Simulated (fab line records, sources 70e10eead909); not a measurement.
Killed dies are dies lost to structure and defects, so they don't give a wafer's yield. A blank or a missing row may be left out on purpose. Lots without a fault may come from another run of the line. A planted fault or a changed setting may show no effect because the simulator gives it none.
fab line records | flow nand_harc | part 2 of 2: steps 5 to 6 of 6
record lots=24 wafers=72 last_day=33
route steps=1302 shown P_M1@315 P_M2@332 P_BONDPAD@369 A_ZERO_WELL@404 A_CHANNEL_HOLE_D1@470 A_CHANNEL_FILL_D1@509
lots that met no fault: from a run of the same line without faults
start_h: hours from the record's first day to the start of the lot's first wafer shown | wait_h: hours since the lot's step before | " the same as in the row above | L1.1+2: a row that stands for several wafers | - no value, or no start given | * or withheld: withheld | < > ~ a bound
route shown NAME@n: a module of which the file shows steps, and the number in the route of the first | usual: mean/standard deviation of fault-free wafers | same: alike in all rows | chamber/n: place in a boat | sites: the reading at each site | _std_site: their standard deviation | _edge_site: outer sites' mean less inner sites' | radius_mm: how far each site lies from the wafer's centre | mask NAME#n: copy n | behind: the tool/chamber that last shaped the wafer | hold: why the lot was held/for how many hours/how that ended | device: the transistor (n, p or np) that didn't switch | end of line: the same wafers' tests at the end of the route | a step without rows: its recipe alone | killed: dies lost to structure and defects at the first sort, not the wafer's yield | map: a wafer's dies, x killed, . not, _ none there
set.NAME: the setting as run; set.NAME@STEP: as run at that earlier step | model.NAME: the simulator's own value behind a step, which no gauge read
steps of the route over a sample of lots; a table a step, a row a wafer
services: from which hour (start_h, from the record's first day; less than 0 if before it) a tool's chamber was out of use, for how many hours, and why
## steps
# step NHARC_A_CHANNEL_HOLE_D1_CD_MEAS_18
# usual cd_nm=98/3.1
# columns lot.wafer tool chamber start_h wait_h cd_nm
L075.1 cd_sem-02 - 199.06 - 99
L075.4 " - " " 100
L075.5 " - " " 99
L074.3 cd_sem-03 - 200.45 - 98
L074.4 " - " " 99
L074.5 " - " " 101
L076.1 cd_sem-01 - 214.36 - 97
L076.3 " - " " 98
L076.4 " - " " 97
L077.2 cd_sem-01 - 221.51 - 95
L077.4 " - " " 102
L077.6 " - " " 103
L078.1 cd_sem-02 - 221.68 - 101
L078.4 " - " " 101
L078.6 " - " " 98
L079.1 cd_sem-02 - 230.63 - 97
L079.2 " - " " 97
L079.6 " - " " 96
L080.1 cd_sem-01 - 238.79 - 95
L080.2 " - " " 96
L080.3 " - " " 106
L081.1 cd_sem-02 - 249.75 - 95
L081.3 " - " " 95
L081.5 " - " " 94
L082.1 cd_sem-03 - 264.14 - 92
L082.3 " - " " 98
L082.4 " - " " 96
L083.2 cd_sem-01 - 271.10 - 98
L083.4 " - " " 96
L083.5 " - " " 96
L084.1 cd_sem-01 - 280.19 - 94
L084.3 " - " " 98
L084.4 " - " " 95
L085.2 cd_sem-01 - 288.65 - 98
L085.3 " - " " 100
L085.6 " - " " 94
L086.1 cd_sem-02 - 297.36 - 96
L086.4 " - " " 93
L086.6 " - " " 102
L089.1 cd_sem-02 - 325.88 - 105
L089.2 " - " " 97
L089.6 " - " " 100
L088.3 cd_sem-03 - 327.78 - 99
L088.4 " - " " 99
L088.6 " - " " 96
L087.1 cd_sem-03 - 329.78 - 95
L087.3 " - " " 97
L087.4 " - " " 92
L090.3 cd_sem-02 - 344.43 - 103
L090.4 " - " " 96
L090.5 " - " " 98
L091.1 cd_sem-02 - 349.80 - 103
L091.2 " - " " 97
L091.6 " - " " 98
L092.1 cd_sem-03 - 357.87 - 102
L092.2 " - " " 101
L092.6 " - " " 103
L093.1 cd_sem-03 - 364.51 - 101
L093.5 " - " " 101
L093.6 " - " " 100
L094.1 cd_sem-01 - 388.63 - 93
L094.4 " - " " 97
L094.6 " - " " 94
L095.1 cd_sem-03 - 388.95 - 96
L095.3 " - " " 97
L095.5 " - " " 105
L096.1 cd_sem-02 - 397.75 - 99
L096.2 " - " " 96
L096.4 " - " " 94
L097.1 cd_sem-02 - 412.47 - 95
L097.4 " - " " 101
L097.6 " - " " 98
# step NHARC_A_CHANNEL_FILL_D1_STRIP_29
# recipe time_s=20 o2_flow_sccm=500 ar_flow_sccm=0 bias_w=0 chemistry=O2
# usual drypump_motor_current_A=5.9/0.47 oes_product_au=1.005/0.013 rf_vpp_V=58.0/0.97 showerhead_plenum_p_Torr=3.61/0.13 throttle_valve_pct=17.036/0.0085
# columns lot.wafer tool chamber start_h wait_h drypump_motor_current_A oes_product_au rf_hours_counter_h rf_vpp_V showerhead_plenum_p_Torr throttle_valve_pct
L075.1 rie_diel-04 3 246.95 0.1 6.0 1.011 4.0 57.2 3.76 17.039
L075.5 " 1 " " 5.2 0.990 - 58.8 3.50 17.035
L075.4 " 3 " " 6.0 1.017 - 59.8 3.76 17.038
L074.3 rie_diel-04 3 250.66 0.1 6.0 1.007 4.0 59.4 3.76 17.043
L074.5 " 0 " " 6.4 1.008 - 58.7 3.71 17.027
L074.4 " 3 " " 5.9 1.012 - 58.3 3.76 17.039
L076.4 rie_diel-10 0 - - 5.5 1.001 0.1 56.8 3.71 17.034
L076.1 " 1 " " 5.9 1.019 0.2 59.3 3.44 17.039
L076.3 " 2 " " 5.6 0.991 0.2 58.6 3.73 17.032
L077.2 rie_diel-10 2 - - 5.6 0.980 0.5 57.5 3.73 17.031
L077.4 " 3 " " 6.2 0.980 0.5 58.6 3.41 17.038
L077.6 " 1 " " 5.9 1.012 - 59.0 3.44 17.042
L078.1 rie_diel-04 0 - - 6.4 1.008 6.8 57.5 3.71 17.050
L078.4 " 2 " " 6.5 1.003 5.7 57.1 3.44 17.037
L078.6 " 0 " " 6.4 0.995 - 58.9 3.71 17.041
L079.1 rie_diel-10 3 - - 6.2 0.985 0.8 56.5 3.41 17.040
L079.2 " 0 " " 5.5 0.993 0.6 57.0 3.71 17.031
L079.6 " 3 " " 6.2 0.994 - 56.4 3.41 17.044
L080.1 rie_diel-04 3 - - 6.0 1.016 7.2 58.2 3.76 17.035
L080.3 " 1 " " 5.2 0.993 7.0 58.0 3.50 17.044
L080.2 " 2 " " 6.5 1.000 6.7 57.0 3.44 17.036
L081.3 rie_diel-04 1 299.15 0.1 5.2 0.988 7.8 58.6 3.50 17.048
L081.1 " 2 " " 6.5 1.015 7.4 58.8 3.44 17.020
L081.5 " 1 " " 5.2 0.993 - 57.6 3.50 17.031
L082.4 rie_diel-10 1 - - 5.9 1.008 1.4 57.4 3.44 17.030
L082.1 " 3 " " 6.2 0.987 1.8 58.6 3.41 17.031
L082.3 " 0 " " 5.5 0.990 1.7 60.2 3.71 17.055
L083.2 rie_diel-05 1 - - 5.7 1.012 4.1 57.3 3.68 17.022
L083.4 " 0 " " 5.2 1.006 4.7 57.6 3.68 17.030
L083.5 " 2 " " 6.0 1.003 - 58.9 3.78 17.042
L084.3 rie_diel-10 1 - - 5.9 1.011 2.0 57.5 3.44 17.036
L084.4 " 2 " " 5.6 0.997 2.5 58.9 3.73 17.037
L084.1 " 0 " " 5.5 0.998 2.2 56.8 3.71 17.037
L085.3 rie_diel-04 0 - - 6.4 1.003 9.8 57.4 3.71 17.027
L085.2 " 2 " " 6.5 0.994 10.2 57.3 3.44 17.038
L085.6 " 0 " " 6.5 0.998 - 57.6 3.71 17.037
L086.4 rie_diel-10 1 - - 5.9 1.019 3.1 55.4 3.44 17.022
L086.1 " 3 " " 6.2 0.981 3.5 58.5 3.40 17.039
L086.6 " 2 " " 5.6 0.987 - 58.0 3.73 17.034
L089.2 rie_diel-05 0 - - 5.2 1.012 6.6 57.4 3.68 17.029
L089.1 " 3 " " 6.8 1.027 6.5 57.2 3.62 17.041
L089.6 " 1 " " 5.7 1.011 - 56.9 3.68 17.045
L088.3 rie_diel-04 3 - - 5.9 1.035 0.3 56.6 3.75 17.047
L088.4 " 0 " " 6.5 1.005 0.6 58.2 3.71 17.038
L088.6 " 2 " " 6.5 1.018 - 58.1 3.44 17.036
L087.1 rie_diel-05 3 - - 6.8 1.014 6.6 58.1 3.62 17.051
L087.3 " 1 " " 5.7 1.027 6.4 57.9 3.68 17.032
L087.4 " 2 " " 6.0 1.017 7.8 57.7 3.78 17.031
L090.4 rie_diel-04 1 - - 5.2 1.017 1.9 57.2 3.49 17.031
L090.3 " 2 " " 6.5 1.019 1.6 58.3 3.44 17.041
L090.5 " 2 " " 6.5 1.024 - 58.2 3.44 17.024
L091.1 rie_diel-04 1 - - 5.2 1.023 2.5 57.8 3.49 17.050
L091.2 " 3 " " 5.9 1.030 2.1 58.2 3.75 17.045
L091.6 " 1 " " 5.2 1.018 - 59.4 3.49 17.035
L092.2 rie_diel-10 3 - - 6.2 0.990 6.1 57.9 3.40 17.040
L092.1 " 0 " " 5.5 0.980 6.1 57.5 3.70 17.025
L092.6 " 3 " " 6.2 0.982 - 57.2 3.40 17.036
L093.1 rie_diel-04 2 - - 6.5 1.010 2.5 57.0 3.44 17.022
L093.5 " 1 " " 5.2 1.006 - 56.8 3.49 17.032
L093.6 " 2 " " 6.5 1.007 - 56.6 3.44 17.036
L094.4 rie_diel-05 3 - - 6.8 1.001 2.2 56.3 3.61 17.040
L094.1 " 0 " " 5.2 1.013 1.8 59.7 3.67 17.026
L094.6 " 3 " " 6.8 0.996 - 57.4 3.61 17.039
L095.1 rie_diel-05 2 - - 6.0 1.005 1.8 58.6 3.78 17.052
L095.3 " 3 " " 6.7 1.001 2.3 60.3 3.61 17.039
L095.5 " 2 " " 6.0 1.020 - 58.5 3.78 17.031
L096.2 rie_diel-10 3 - - 6.2 1.005 1.1 58.6 3.40 17.035
L096.4 " 0 " " 5.5 1.006 1.3 59.3 3.70 17.032
L096.1 " 2 " " 5.6 0.999 1.2 58.1 3.73 17.024
L097.1 rie_diel-04 0 - - 6.5 0.993 5.5 57.5 3.70 17.027
L097.4 " 1 " " 5.2 1.012 5.6 56.1 3.49 17.038
L097.6 " 1 " " 5.2 1.007 - 57.1 3.49 17.039
## services
# columns tool chamber start_h hours kind
rie_diel-04 - 158.63 0.2 repair
rie_diel-04 - 177.90 9.0 pm
rie_diel-10 2 178.31 1.4 repair
rie_diel-08 - 190.80 9.0 pm
rie_diel-05 3 192.28 6.1 repair
rie_diel-10 3 195.13 11.9 repair
rie_diel-04 3 207.98 7.4 repair
rie_diel-10 1 208.73 7.4 repair
rie_diel-05 - 230.04 9.0 pm
rie_diel-10 - 242.50 9.0 pm
rie_diel-05 3 250.10 7.9 repair
rie_diel-05 1 256.13 19.2 repair
rie_diel-10 1 282.43 12.4 repair
rie_diel-10 3 296.05 4.8 repair
rie_diel-10 2 326.59 4.0 repair
rie_diel-08 2 342.64 1.7 repair
rie_diel-08 3 362.47 2.1 repair
rie_diel-08 - 367.80 9.0 pm
rie_diel-05 1 383.10 5.0 repair
rie_diel-10 1 393.48 1.2 repair
rie_diel-05 1 402.76 6.4 repair
rie_diel-05 - 407.05 9.0 pm
rie_diel-10 - 419.50 9.0 pm
rie_diel-08 2 426.16 5.3 repair
